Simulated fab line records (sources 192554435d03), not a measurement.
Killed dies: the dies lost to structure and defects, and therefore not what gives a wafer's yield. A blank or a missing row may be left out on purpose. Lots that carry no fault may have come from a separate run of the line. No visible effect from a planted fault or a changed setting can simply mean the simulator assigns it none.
Split-lot trial :: flow n5Finfet :: 21 wafers read from 7 lots, route of 1938 steps

== ON THE SPLIT ==
At N5_BEOL_M13_ILD_DEP_00 (deposits SiOC from DEMS/O2, target thk 837.92 nm, time 166.4 s), the setting timeS was moved away from the recipe's 166.4 s on 8 of the 21 wafers read, by -10.2% to +12.6%. The other wafers ran this setting at the recipe's value.

No step appears in the file between the split and the reading.

== THE READING ==
At N5_BEOL_M13_THK_MEAS_01: M13_ILD_THK, given in nm. Fault-free wafers of this fab line usually give 839 nm, standard deviation 12 nm.

wafer: L076.2
tool, chamber at the split: pecvd-03, 2
timeS as run, s: 166.4
against the recipe: recipe
M13_ILD_THK, nm: 819
against lot-mates on the recipe: -

wafer: L076.3
tool, chamber at the split: pecvd-03, 1
timeS as run, s: 166.4
against the recipe: recipe
M13_ILD_THK, nm: 838
against lot-mates on the recipe: -

wafer: L076.5
tool, chamber at the split: pecvd-03, 1
timeS as run, s: 166.4
against the recipe: recipe
M13_ILD_THK, nm: 845
against lot-mates on the recipe: -

wafer: L074.2
tool, chamber at the split: pecvd-01, 2
timeS as run, s: 166.4
against the recipe: recipe
M13_ILD_THK, nm: 847
against lot-mates on the recipe: -

wafer: L074.5
tool, chamber at the split: pecvd-01, 1
timeS as run, s: 166.4
against the recipe: recipe
M13_ILD_THK, nm: 853
against lot-mates on the recipe: -

wafer: L074.6
tool, chamber at the split: pecvd-01, 0
timeS as run, s: 166.4
against the recipe: recipe
M13_ILD_THK, nm: 844
against lot-mates on the recipe: -

wafer: L082.1
tool, chamber at the split: pecvd-04, 0
timeS as run, s: 149.5
against the recipe: -10.2%
M13_ILD_THK, nm: 747
against lot-mates on the recipe: no lot-mate on the recipe

wafer: L082.3
tool, chamber at the split: pecvd-04, 2
timeS as run, s: 149.5
against the recipe: -10.2%
M13_ILD_THK, nm: 760
against lot-mates on the recipe: no lot-mate on the recipe

wafer: L082.6
tool, chamber at the split: pecvd-04, 0
timeS as run, s: 149.5
against the recipe: -10.2%
M13_ILD_THK, nm: 753
against lot-mates on the recipe: no lot-mate on the recipe

wafer: L083.1
tool, chamber at the split: pecvd-03, 1
timeS as run, s: 166.4
against the recipe: recipe
M13_ILD_THK, nm: 828
against lot-mates on the recipe: -

wafer: L083.2
tool, chamber at the split: pecvd-03, 0
timeS as run, s: 166.4
against the recipe: recipe
M13_ILD_THK, nm: 826
against lot-mates on the recipe: -

wafer: L083.6
tool, chamber at the split: pecvd-03, 1
timeS as run, s: 166.4
against the recipe: recipe
M13_ILD_THK, nm: 847
against lot-mates on the recipe: -

wafer: L085.2
tool, chamber at the split: pecvd-03, 0
timeS as run, s: 166.4
against the recipe: recipe
M13_ILD_THK, nm: 823
against lot-mates on the recipe: -

wafer: L085.3
tool, chamber at the split: pecvd-03, 2
timeS as run, s: 166.4
against the recipe: recipe
M13_ILD_THK, nm: 818
against lot-mates on the recipe: -

wafer: L085.6
tool, chamber at the split: pecvd-03, 1
timeS as run, s: 187.3
against the recipe: +12.6%
M13_ILD_THK, nm: 938
against lot-mates on the recipe: +118

wafer: L084.1
tool, chamber at the split: pecvd-03, 1
timeS as run, s: 159
against the recipe: -4.4%
M13_ILD_THK, nm: 777
against lot-mates on the recipe: -63

wafer: L084.5
tool, chamber at the split: pecvd-03, 1
timeS as run, s: 166.4
against the recipe: recipe
M13_ILD_THK, nm: 840
against lot-mates on the recipe: -

wafer: L084.6
tool, chamber at the split: pecvd-03, 0
timeS as run, s: 159
against the recipe: -4.4%
M13_ILD_THK, nm: 812
against lot-mates on the recipe: -28

wafer: L086.1
tool, chamber at the split: pecvd-03, 2
timeS as run, s: 178.3
against the recipe: +7.2%
M13_ILD_THK, nm: 882
against lot-mates on the recipe: +64

wafer: L086.2
tool, chamber at the split: pecvd-03, 0
timeS as run, s: 178.3
against the recipe: +7.2%
M13_ILD_THK, nm: 887
against lot-mates on the recipe: +69

wafer: L086.3
tool, chamber at the split: pecvd-03, 1
timeS as run, s: 166.4
against the recipe: recipe
M13_ILD_THK, nm: 818
against lot-mates on the recipe: -

FIT RESULTS
A straight line over all 21 wafers: M13_ILD_THK changes by +7.93 nm for each +1% of timeS; r = +0.97; the points scatter about the line by 12 nm.
The same after taking each lot's own level away (the mean of its wafers on the recipe; 18 wafers): +9.49 nm for each +1%; r = +0.97; scatter 9.1 nm.
According to that fit, moving timeS by its largest amount changes the reading by 1.2e+02 nm.
Across the lots, their own levels run from 818.0 to 848.0 nm, a range of 2.5 times the standard deviation given above.
Thus the slope moves with the lot-to-lot level: the two fits are different.
Check: +120 nm against its lot-mates is what the line predicts for one of the wafers moved furthest among these (+12.6%) when that wafer is left out of the fit. It came out at +118 nm against them.

== THE WHOLE CHAIN: every reading that the file lists as answering this split, in the file's order ==
step: N5_BEOL_M13_ILD_DEP_00
what it does: deposits SiOC from DEMS/O2, target thk 837.92 nm, time 166.4 s
reading: SiOC_of_BEOL_M13_ILD_DEP_00.thkNm (the simulator's own value, which no gauge read)
change (the file's fit): +9.42 nm for each +1% of the setting
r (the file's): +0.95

step: N5_BEOL_M13_THK_MEAS_01
what it does: 
reading: M13_ILD_THK
change (the file's fit): +9.42 for each +1% of the setting
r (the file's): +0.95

step: N5_BEOL_M13_VIA_ETCH_16
what it does: etches SiOC in C4F8/O2/Ar, target depth 921.7 nm
reading: etch.depthNm (the simulator's own value, which no gauge read)
change (the file's fit): +9.42 nm for each +1% of the setting
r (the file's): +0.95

step: N5_BEOL_M13_VIA_ETCH_16
what it does: etches SiOC in C4F8/O2/Ar, target depth 921.7 nm
reading: coat_of_BEOL_M13_COAT_04.thkNm (the simulator's own value, which no gauge read)
change (the file's fit): -2.82 nm for each +1% of the setting
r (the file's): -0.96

step: N5_BEOL_M13_STRIP_63
what it does: strips in N2/H2
reading: stripTimeToEndpointS
change (the file's fit): withheld for each +1% of the setting
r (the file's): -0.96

step: N5_BEOL_M13_ETCH_38
what it does: etches SiCN in CF4/N2, target depth 67.5 nm, time 71.9 s
reading: SiOC_of_BEOL_M13_ILD_DEP_00.thkNm (the simulator's own value, which no gauge read)
change (the file's fit): +9.22 nm for each +1% of the setting
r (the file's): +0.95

== FILE'S OWN FIT ==
M13_ILD_THK changes by +9.42 nm for each +1% of timeS, r = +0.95.
